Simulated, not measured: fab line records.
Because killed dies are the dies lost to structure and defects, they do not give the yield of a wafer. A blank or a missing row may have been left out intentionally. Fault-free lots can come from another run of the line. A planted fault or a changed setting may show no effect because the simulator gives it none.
Which tool was responsible? || flow n5_finfet || Sampling: 9 lots, 27 wafers, 4 of 1938 route steps

== WHAT EACH GAUGE READ, for each wafer ==
N5_BEOL_M3_CD_MEAS_11: the cd target is 17.05 nm.
{"lot": "L279", "measured": "day 8 02:25", "on": "cd_sem-02", "cd_nm (nm)": "17.13 16.84 17.15"}
{"lot": "L282", "measured": "day 8 11:23", "on": "cd_sem-02", "cd_nm (nm)": "16.99 17.12 16.92"}
{"lot": "L286", "measured": "day 9 03:03", "on": "cd_sem-01", "cd_nm (nm)": "16.97 16.79 17.33"}
{"lot": "L292", "measured": "day 11 01:05", "on": "cd_sem-01", "cd_nm (nm)": "15.36 15.81 15.57"}
{"lot": "L294", "measured": "day 11 09:22", "on": "cd_sem-02", "cd_nm (nm)": "16.17 15.98 16.09"}
{"lot": "L293", "measured": "day 11 13:41", "on": "cd_sem-03", "cd_nm (nm)": "16.26 16.45 16.25"}
{"lot": "L295", "measured": "day 11 18:33", "on": "cd_sem-03", "cd_nm (nm)": "17.28 17.40 17.05"}
{"lot": "L297", "measured": "day 11 21:44", "on": "cd_sem-01", "cd_nm (nm)": "16.74 17.12 16.99"}
{"lot": "L300", "measured": "day 12 12:13", "on": "cd_sem-03", "cd_nm (nm)": "17.04 17.06 17.26"}

== WHAT TOOL EACH LOT RAN ON (gives the tool, then ch and the chambers of the sampled wafers, and finally the start) ==
{"lot": "L279", "N5_BEOL_M2_ANNEAL_51": "rtp_anneal-02 ch 0, day 7 23:38", "N5_BEOL_M2_DEP_57": "pecvd-04 ch 0,1, day 8 00:26", "N5_BEOL_M3_EXPOSE_08": "euv_scanner-01 ch 0, day 8 02:17"}
{"lot": "L282", "N5_BEOL_M2_ANNEAL_51": "rtp_anneal-02 ch 0, day 8 08:20", "N5_BEOL_M2_DEP_57": "pecvd-04 ch 1,2, day 8 09:07", "N5_BEOL_M3_EXPOSE_08": "euv_scanner-02 ch 0, day 8 11:16"}
{"lot": "L286", "N5_BEOL_M2_ANNEAL_51": "rtp_anneal-01 ch 0, day 9 00:38", "N5_BEOL_M2_DEP_57": "pecvd-04 ch 0,1,2, day 9 01:20", "N5_BEOL_M3_EXPOSE_08": "euv_scanner-02 ch 0, day 9 02:56"}
{"lot": "L292", "N5_BEOL_M2_ANNEAL_51": "rtp_anneal-02 ch 0, day 10 21:40", "N5_BEOL_M2_DEP_57": "pecvd-03 ch 0,1,2, day 10 22:21", "N5_BEOL_M3_EXPOSE_08": "euv_scanner-02 ch 0, day 11 00:59"}
{"lot": "L294", "N5_BEOL_M2_ANNEAL_51": "rtp_anneal-02 ch 0, day 11 06:07", "N5_BEOL_M2_DEP_57": "pecvd-04 ch 1,2, day 11 06:53", "N5_BEOL_M3_EXPOSE_08": "euv_scanner-02 ch 0, day 11 09:15"}
{"lot": "L293", "N5_BEOL_M2_ANNEAL_51": "rtp_anneal-02 ch 0, day 11 12:18", "N5_BEOL_M2_DEP_57": "pecvd-02 ch 0,1,2, day 11 13:00", "N5_BEOL_M3_EXPOSE_08": "euv_scanner-02 ch 0, day 11 13:34"}
{"lot": "L295", "N5_BEOL_M2_ANNEAL_51": "rtp_anneal-01 ch 0, day 11 15:25", "N5_BEOL_M2_DEP_57": "pecvd-02 ch 0,1,2, day 11 16:12", "N5_BEOL_M3_EXPOSE_08": "euv_scanner-01 ch 0, day 11 18:25"}
{"lot": "L297", "N5_BEOL_M2_ANNEAL_51": "rtp_anneal-01 ch 0, day 11 17:59", "N5_BEOL_M2_DEP_57": "pecvd-04 ch 0,1,2, day 11 18:46", "N5_BEOL_M3_EXPOSE_08": "euv_scanner-01 ch 0, day 11 21:37"}
{"lot": "L300", "N5_BEOL_M2_ANNEAL_51": "rtp_anneal-01 ch 0, day 12 09:13", "N5_BEOL_M2_DEP_57": "pecvd-03 ch 0,1,2, day 12 10:04", "N5_BEOL_M3_EXPOSE_08": "euv_scanner-01 ch 0, day 12 12:06"}
- N5_BEOL_M2_ANNEAL_51: time 90 s.
- N5_BEOL_M2_DEP_57: deposits SiCN from 3MS/NH3, target thk 8 nm, time 14 s.
- N5_BEOL_M3_EXPOSE_08: exposes mask M3.

== THE ANSWER, worked out from the rows above alone ==
Rule: the lots themselves supply what counts as usual. Put in order of their means at a reading, lots are off if they are a third of the lots or fewer, leave a main group of 4 or more, and stand apart from it by a gap of 3 or more times the standard deviation of the main group's means; of several such gaps the widest counts. A main group is skipped when, at the precision printed for the reading in the tables above, its means are all equal. A lot without any number at a reading at which 4 lots or more have one is off too. Any other lot the step has rows for is counted as sound.
Off, at N5_BEOL_M3_CD_MEAS_11 on cd_nm: L292, L294, L293. Mean 17.07 nm and standard deviation 0.094 in the main group.
A tool fits if, at a process step before that reading, it ran every lot that is off, and no sound lot after the first of them. Those tools and the gauges at N5_BEOL_M3_CD_MEAS_11 are tried in the same way. Can't be told from this: 2 tools fit, rtp_anneal-02 at N5_BEOL_M2_ANNEAL_51, euv_scanner-02 at N5_BEOL_M3_EXPOSE_08.

== WHAT HAD BEEN PUT IN BY THE SIMULATOR ==
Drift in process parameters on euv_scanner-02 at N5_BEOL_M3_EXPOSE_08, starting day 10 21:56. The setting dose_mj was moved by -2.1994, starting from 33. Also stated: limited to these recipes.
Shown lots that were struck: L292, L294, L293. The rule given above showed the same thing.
